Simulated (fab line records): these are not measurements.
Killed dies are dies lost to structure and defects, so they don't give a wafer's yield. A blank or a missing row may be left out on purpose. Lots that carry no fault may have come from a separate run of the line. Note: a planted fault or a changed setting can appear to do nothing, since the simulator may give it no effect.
fab line records    flow nandHarc
record lots=12  wafers=36  lastDay=26
route steps=1159 shown P_STI@88 P_GATE@144 P_M0@266 END@1159
lots untouched by any fault: they come from a run of this same line in which no faults occurred
startH: hours from the record's first day to the start of the lot's first wafer shown    waitH: hours since the lot's step before    " identical to the entry in the row above    L1.1+2: a single row standing in for several wafers    - either no value or no given start    * or withheld: withheld    < > ~ a bound
route shown NAME@n: a module of which the file shows steps, and the number in the route of the first    usual: average and standard deviation across the fault-free wafers    same: alike in all rows    chamber/n: place in a boat    sites: per-site readings    _std_site: standard deviation across them    _edge_site: the outer-site mean with the inner-site mean subtracted    radiusMm: how far each site lies from the wafer's centre    mask NAME#n: copy n    behind: the most recent tool/chamber to have shaped the wafer    hold: reason for holding the lot/hours on hold/outcome of the hold    device: which transistor (n, p or np) failed to switch    end of line: at the end of the route, the tests of the same wafers    where a step has no rows: the recipe by itself    killed: not the wafer's yield, but the dies lost to structure and defects at the first sort    map: the dies of a wafer, with x for killed, . for not killed, _ for no die there
set.NAME: the run value of the setting; set.NAME@STEP: its run value at that earlier step    model.NAME: the simulator's own value behind a step, which no gauge read
a sample of lots followed through the steps of the route, with each step as a table and each wafer as a row
services: when a tool's chamber went out of use (startH, in hours from the record's first day, below 0 if earlier), for how many hours, and the reason
## steps
# step NHARC_P_STI_ETCH_42
# recipe targetDepthA=800  overetchA=240  timeS=61  ionEnergyEv=200  n2FlowSccm=150  h2FlowSccm=150  arFlowSccm=0  rfW=400  biasW=150  chemistry=N2/H2
# usual drypumpMotorCurrentA=5.7/0.38  oesProductAu=1.001/0.0088  rfVppV=430.6/2.8  runLengthS=82.1/0.44  showerheadPlenumPTorr=2.05/0.094  throttleValvePct=14.172/0.0092
lot.wafer  tool        chamber  startH  waitH  drypumpMotorCurrentA  oesProductAu  rfHoursCounterH  rfVppV  runLengthS  showerheadPlenumPTorr  throttleValvePct
L376.3     rieDiel-04  3        36.91   0.1    5.1                   1.004         7.6              430.8   82.7        2.04                   14.158
L376.5     "           1        "       "      6.5                   0.992         -                427.3   81.5        1.91                   14.163
L376.4     "           3        "       "      5.1                   1.010         -                429.9   83.0        2.04                   14.173
L377.4     rieDiel-08  2        41.74   0.1    5.3                   1.005         1.6              432.5   82.0        2.10                   14.192
L377.3     "           3        "       "      5.6                   0.999         1.6              426.8   82.2        1.91                   14.184
L377.5     "           1        "       "      5.6                   1.010         -                434.5   81.3        2.20                   14.166
L379.1     rieDiel-08  0        49.86   0.1    5.8                   0.997         1.8              434.4   82.0        2.17                   14.165
L379.2     "           1        "       "      5.5                   1.009         2.2              433.7   81.9        2.20                   14.185
L379.5     "           1        "       "      5.6                   1.010         -                435.0   81.3        2.20                   14.158
L384.3     rieDiel-08  3        82.57   0.1    5.6                   0.999         2.7              428.0   82.4        1.91                   14.164
L384.6     "           1        "       "      5.5                   1.001         -                434.8   81.3        2.20                   14.163
L384.5     "           2        "       "      5.2                   1.000         -                432.4   82.4        2.10                   14.161
L383.4     rieDiel-03  1        82.76   0.1    5.7                   1.005         -                430.0   81.9        2.02                   14.183
L383.5     "           2        "       "      5.3                   1.033         -                428.4   82.7        1.98                   14.185
L383.6     "           3        "       "      5.9                   1.004         -                431.9   81.6        2.09                   14.152
L385.2     rieDiel-03  0        90.26   0.1    5.6                   1.007         1.5              432.9   82.5        2.12                   14.175
L385.3     "           2        "       "      5.4                   1.012         1.3              429.0   82.5        1.98                   14.170
L385.4     "           3        "       "      5.9                   1.006         -                432.5   82.1        2.09                   14.159
L386.2     rieDiel-03  0        96.73   0.1    5.5                   0.988         1.9              431.6   81.8        2.12                   14.173
L386.4     "           1        "       "      5.7                   0.998         1.8              430.5   66.2        2.02                   14.178
L386.6     "           1        "       "      5.7                   1.002         -                430.7   82.1        2.02                   14.162
L388.3     rieDiel-03  3        108.88  0.1    5.9                   1.007         2.6              432.1   66.1        2.09                   14.178
L388.2     "           1        "       "      5.7                   0.998         2.7              429.8   82.4        2.02                   14.171
L388.6     "           3        "       "      5.9                   1.001         -                430.7   81.8        2.09                   14.157
L389.2     rieDiel-03  3        114.83  0.1    5.9                   0.994         2.6              430.7   82.0        2.09                   14.170
L389.4     "           3        "       "      5.9                   0.999         -                430.6   65.9        2.09                   14.180
L389.6     "           1        "       "      5.7                   1.002         -                429.6   82.2        2.02                   14.164
L391.4     rieDiel-04  0        126.40  0.1    6.0                   1.019         0.1              428.7   82.0        2.00                   14.168
L391.2     "           3        "       "      5.1                   0.997         0.1              430.3   82.7        2.04                   14.159
L391.5     "           0        "       "      6.0                   1.008         -                428.7   81.8        2.00                   14.164
L397.3     rieDiel-08  0        161.16  0.1    5.9                   1.008         0.9              434.2   81.8        2.17                   14.163
L397.2     "           2        "       "      5.3                   0.997         0.8              432.1   82.0        2.10                   14.173
L397.6     "           2        "       "      5.2                   1.005         -                431.4   82.1        2.10                   14.176
L399.2     rieDiel-04  2        176.79  0.1    5.8                   1.000         3.3              426.5   82.6        1.94                   14.163
L399.4     "           1        "       "      6.5                   1.013         3.3              426.5   81.6        1.90                   14.161
L399.6     "           2        "       "      5.8                   1.002         -                426.2   82.5        1.94                   14.186
# step NHARC_P_STI_OCD_MEAS_43
# usual trenchDepthNm=301/5.7  trenchFootCdNm=158.2/2.8
lot.wafer  tool    chamber  startH  waitH  trenchDepthNm  trenchFootCdNm
L376.3     ocd-02  -        37.88   -      304            157.2
L376.4     "       -        "       "      305            156.7
L376.5     "       -        "       "      303            161.1
L377.3     ocd-02  -        42.70   -      306            156.7
L377.4     "       -        "       "      295            162.4
L377.5     "       -        "       "      306            154.2
L379.1     ocd-01  -        50.81   -      305            157.9
L379.2     "       -        "       "      300            161.3
L379.5     "       -        "       "      301            156.9
L384.3     ocd-02  -        83.56   -      305            156.7
L384.5     "       -        "       "      290            159.9
L384.6     "       -        "       "      298            160.7
L383.4     ocd-01  -        83.73   -      306            156.7
L383.5     "       -        "       "      303            157.6
L383.6     "       -        "       "      299            156.5
L385.2     ocd-01  -        91.23   -      305            154.0
L385.3     "       -        "       "      308            151.9
L385.4     "       -        "       "      300            159.3
L386.2     ocd-01  -        97.72   -      289            159.9
L386.4     "       -        "       "      295            156.6
L386.6     "       -        "       "      289            161.3
L388.2     ocd-02  -        109.82  -      303            161.7
L388.3     "       -        "       "      302            162.0
L388.6     "       -        "       "      308            160.4
L389.2     ocd-01  -        115.84  -      288            160.7
L389.4     "       -        "       "      287            161.7
L389.6     "       -        "       "      303            161.7
L391.2     ocd-01  -        127.38  -      294            154.9
L391.4     "       -        "       "      299            155.8
L391.5     "       -        "       "      293            155.6
L397.2     ocd-02  -        162.15  -      302            160.2
L397.3     "       -        "       "      303            159.1
L397.6     "       -        "       "      302            163.2
L399.2     ocd-01  -        177.75  -      301            153.7
L399.4     "       -        "       "      299            159.4
L399.6     "       -        "       "      307            156.2
# step NHARC_P_GATE_DESCUM_31
# recipe timeS=3  o2FlowSccm=200  arFlowSccm=0  biasPowerW=0  chemistry=O2
# usual drypumpMotorCurrentA=5.8/0.52  oesProductAu=1.000/0.0097  rfVppV=57.8/0.81  showerheadPlenumPTorr=1.90/0.061  throttleValvePct=11.311/0.0088
lot.wafer  tool        chamber  startH  waitH  drypumpMotorCurrentA  oesProductAu  rfHoursCounterH  rfVppV  showerheadPlenumPTorr  throttleValvePct
L376.4     rieDiel-12  1        90.31   0.1    5.3                   1.012         21               58.5    1.98                   11.315
L376.3     "           2        "       "      5.7                   1.007         21               57.0    1.85                   11.315
L376.5     "           3        "       "      5.8                   0.995         -                58.9    1.87                   11.315
L377.4     rieDiel-01  3        94.73   0.1    6.2                   0.995         24               57.0    1.87                   11.304
L377.3     "           2        "       "      5.1                   1.004         23               57.3    1.87                   11.318
L377.5     "           3        "       "      6.2                   0.995         -                57.3    1.87                   11.329
L379.1     rieDiel-12  2        100.46  0.1    5.6                   1.005         23               56.4    1.84                   11.311
L379.2     "           1        "       "      5.4                   1.000         26               58.2    1.98                   11.330
L379.5     "           1        "       "      5.3                   0.993         -                57.9    1.98                   11.305
L384.3     rieDiel-02  1        135.35  0.1    6.7                   1.007         56               58.0    1.89                   11.320
L384.5     "           1        "       "      6.7                   1.005         -                57.4    1.89                   11.306
L384.6     "           2        "       "      5.4                   0.998         -                57.9    1.78                   11.320
L383.4     rieDiel-12  2        135.52  0.1    5.6                   1.005         33               55.7    1.84                   11.314
L383.5     "           1        "       "      5.4                   1.007         -                59.3    1.97                   11.314
L383.6     "           2        "       "      5.6                   0.996         -                57.9    1.84                   11.312
L385.4     rieDiel-02  3        142.05  0.1    6.1                   1.012         56               57.5    2.01                   11.307
L385.3     "           1        "       "      6.7                   1.007         59               58.3    1.89                   11.307
L385.2     "           2        "       "      5.3                   1.015         55               57.1    1.78                   11.305
L386.2     rieDiel-12  0        142.76  0.1    6.7                   1.006         32               57.9    1.90                   11.309
L386.4     "           1        "       "      5.4                   1.010         38               58.8    1.97                   11.309
L386.6     "           2        "       "      5.6                   1.016         -                57.9    1.84                   11.302
L388.2     rieDiel-02  0        163.87  0.1    6.6                   0.996         2                57.9    1.88                   11.319
L388.3     "           3        "       "      6.1                   0.993         2                59.5    2.01                   11.306
L388.6     "           1        "       "      6.7                   1.002         -                58.2    1.89                   11.325
L389.2     rieDiel-01  2        164.30  0.1    5.1                   1.012         5                57.3    1.86                   11.309
L389.4     "           3        "       "      6.2                   0.995         4                58.0    1.87                   11.312
L389.6     "           0        "       "      5.7                   0.993         -                56.9    1.91                   11.316
L391.4     rieDiel-12  0        178.28  0.1    6.7                   0.997         47               57.8    1.90                   11.312
L391.2     "           1        "       "      5.4                   1.021         53               57.3    1.97                   11.302
L391.5     "           0        "       "      6.7                   0.988         -                58.6    1.90                   11.307
L397.2     rieDiel-02  3        213.46  0.2    6.1                   0.994         21               58.0    2.00                   11.309
L397.3     "           1        "       "      6.7                   0.992         20               57.9    1.89                   11.315
L397.6     "           3        "       "      6.1                   0.985         -                58.0    2.00                   11.314
L399.2     rieDiel-01  1        224.47  0.1    5.4                   1.009         18               58.8    2.01                   11.305
L399.4     "           0        "       "      5.7                   0.997         19               56.9    1.90                   11.307
L399.6     "           1        "       "      5.4                   1.005         -                58.0    2.00                   11.307
# step NHARC_P_M0_DESCUM_14
# recipe timeS=3  o2FlowSccm=200  arFlowSccm=0  biasPowerW=0  chemistry=O2
# usual drypumpMotorCurrentA=5.7/0.39  oesProductAu=1.002/0.011  rfVppV=57.6/0.87  showerheadPlenumPTorr=1.86/0.069  throttleValvePct=11.312/0.0094
lot.wafer  tool        chamber  startH  waitH  drypumpMotorCurrentA  oesProductAu  rfHoursCounterH  rfVppV  showerheadPlenumPTorr  throttleValvePct
L376.3     rieDiel-13  2        114.86  0.1    5.7                   1.013         0.3              57.8    1.80                   11.307
L376.4     "           3        "       "      5.1                   0.999         0.4              58.6    2.05                   11.322
L376.5     "           2        "       "      5.7                   1.001         -                57.1    1.80                   11.312
L377.3     rieDiel-09  1        126.41  0.1    6.5                   0.993         3.3              56.7    1.80                   11.312
L377.4     "           0        "       "      6.1                   1.015         3.9              56.9    1.87                   11.307
L377.5     "           1        "       "      6.5                   0.997         -                57.3    1.80                   11.314
L379.1     rieDiel-07  1        134.59  0.1    5.6                   1.001         4.9              56.9    1.90                   11.305
L379.2     "           2        "       "      5.1                   1.016         5.2              56.1    1.83                   11.314
L379.5     "           0        "       "      5.7                   1.006         -                58.6    1.80                   11.301
L383.4     rieDiel-07  2        162.72  0.1    5.2                   1.020         7.6              56.6    1.83                   11.310
L383.5     "           3        "       "      5.7                   1.000         -                57.8    1.88                   11.310
L383.6     "           0        "       "      5.7                   1.006         -                56.7    1.80                   11.297
L384.3     rieDiel-07  0        166.41  0.1    5.7                   1.014         6.9              56.6    1.80                   11.320
L384.6     "           2        "       "      5.1                   1.017         -                56.5    1.83                   11.313
L384.5     "           3        "       "      5.7                   1.005         -                57.0    1.87                   11.298
L385.2     rieDiel-13  1        170.92  0.1    6.1                   1.004         5.0              58.9    1.92                   11.311
L385.4     "           2        "       "      5.7                   1.006         4.8              58.4    1.80                   11.300
L385.3     "           3        "       "      5.1                   1.000         4.1              58.5    2.05                   11.322
L386.2     rieDiel-07  2        171.31  0.1    5.1                   1.024         8.5              57.8    1.83                   11.323
L386.6     "           0        "       "      5.7                   1.021         -                56.5    1.80                   11.309
L386.4     "           1        "       "      5.7                   1.004         -                55.7    1.90                   11.316
L389.4     rieDiel-09  2        191.58  0.1    5.7                   0.989         6.9              58.1    1.90                   11.305
L389.2     "           3        "       "      5.9                   0.981         7.8              57.6    1.87                   11.312
L389.6     "           1        "       "      6.4                   0.983         -                56.0    1.80                   11.314
L388.3     rieDiel-07  2        193.27  0.1    5.2                   1.025         10.0             58.9    1.83                   11.303
L388.2     "           0        "       "      5.7                   1.017         9.1              57.0    1.80                   11.315
L388.6     "           2        "       "      5.2                   1.035         -                57.5    1.83                   11.322
L391.2     rieDiel-09  1        203.42  0.1    6.4                   0.987         7.3              57.9    1.80                   11.302
L391.4     "           0        "       "      6.1                   1.017         8.2              56.3    1.87                   11.304
L391.5     "           2        "       "      5.7                   1.004         -                57.2    1.90                   11.315
L397.2     rieDiel-13  0        237.50  0.1    5.3                   0.996         7.7              56.8    1.80                   11.303
L397.3     "           2        "       "      5.8                   1.008         8.5              57.2    1.80                   11.315
L397.6     "           0        "       "      5.3                   1.009         -                58.4    1.80                   11.317
L399.2     rieDiel-09  2        252.43  0.1    5.7                   0.984         12.9             57.5    1.90                   11.320
L399.4     "           3        "       "      5.9                   0.993         13.2             59.0    1.87                   11.297
L399.6     "           2        "       "      5.7                   0.992         -                57.8    1.90                   11.320
# step NHARC_END_SORT_01
# recipe tempC=25
# usual killedAtArray=27/11  killedAtOther=0.6/1  killedAtPeriphery=3.0/2.1  killedDies=31/12  killedOpen=3.2/1.7  killedShort=1.7/1.4
# same grossDies=677
lot.wafer  tool       chamber  startH  waitH  killedAtArray  killedAtOther  killedAtPeriphery  killedDies  killedOpen  killedShort
L389.4     prober-02  0        514.73  3.4    12             0              4                  16          4           0
# killed by level:class
L389.4 A_STAIRCASE:chamberFilmFlake=5 A_CONTACT:geometricParticle:open=2 P_STI:areaEtch=2 A_CHANNEL_HOLE_D1:geometricParticle:open=1 A_SGD_CUT:geometricParticle:open=1 P_ZERO_WELL:chamberFilmFlake=1 P_STI:chamberFilmFlake=1 A_CHANNEL_HOLE_D1:chamberFilmFlake=1
## services
tool        chamber  startH  hours  kind
rieDiel-08  2        13.90   5.2    repair
rieDiel-12  -        25.62   9.0    pm
rieDiel-03  -        38.30   9.0    pm
rieDiel-07  2        39.06   5.7    repair
rieDiel-02  0        40.60   5.6    repair
rieDiel-09  1        43.65   9.3    repair
rieDiel-07  -        51.20   9.0    pm
rieDiel-12  0        55.90   12.8   repair
rieDiel-09  -        77.10   9.0    pm
rieDiel-03  0        82.09   6.5    repair
rieDiel-03  1        84.58   7.1    repair
rieDiel-12  3        99.58   4.0    repair
rieDiel-03  2        109.87  9.1    repair
rieDiel-08  0        117.14  3.6    repair
rieDiel-03  -        118.73  1.1    repair
rieDiel-07  -        155.02  0.1    repair
rieDiel-07  3        170.30  32.2   repair
rieDiel-12  3        192.43  5.1    repair
rieDiel-12  -        202.62  9.0    pm
rieDiel-12  -        212.33  1.2    repair
rieDiel-03  -        215.30  9.0    pm
rieDiel-07  -        228.20  9.0    pm
rieDiel-03  -        250.35  1.0    repair
rieDiel-07  3        251.60  6.4    repair
## key
firstSign step=NHARC_P_STI_ETCH_42  reading=runLengthS  direction=down  sigmas=36  usual=*  struck=*
effect none on later readings
metAt NHARC_P_STI_ETCH_42
struckLots L386,L388,L389
struckWafers L386.4,L388.3,L389.4
testerLeftOut L386,L388,L389
notActingAt NHARC_P_STI_OCD_MEAS_43,NHARC_P_GATE_DESCUM_31,NHARC_P_M0_DESCUM_14
onsetBetween 90.26 96.73
fault kind=processParameterDrift  tool=rieDiel-03  chamber=-  onsetH=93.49  steps=NHARC_P_STI_ETCH_42  channel=timeS  offset=*  shape=step  endH=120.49  scope=struckWafersOnly  actsIn=*  stated=*
# testerLeftOut: of these lots the tester's yield and bins aren't shown, on N5 and GAA mostly nor the transistor test; their killed dies are dies lost to structure and defects alone, not to doping, threshold or leakage, so they don't give the yield
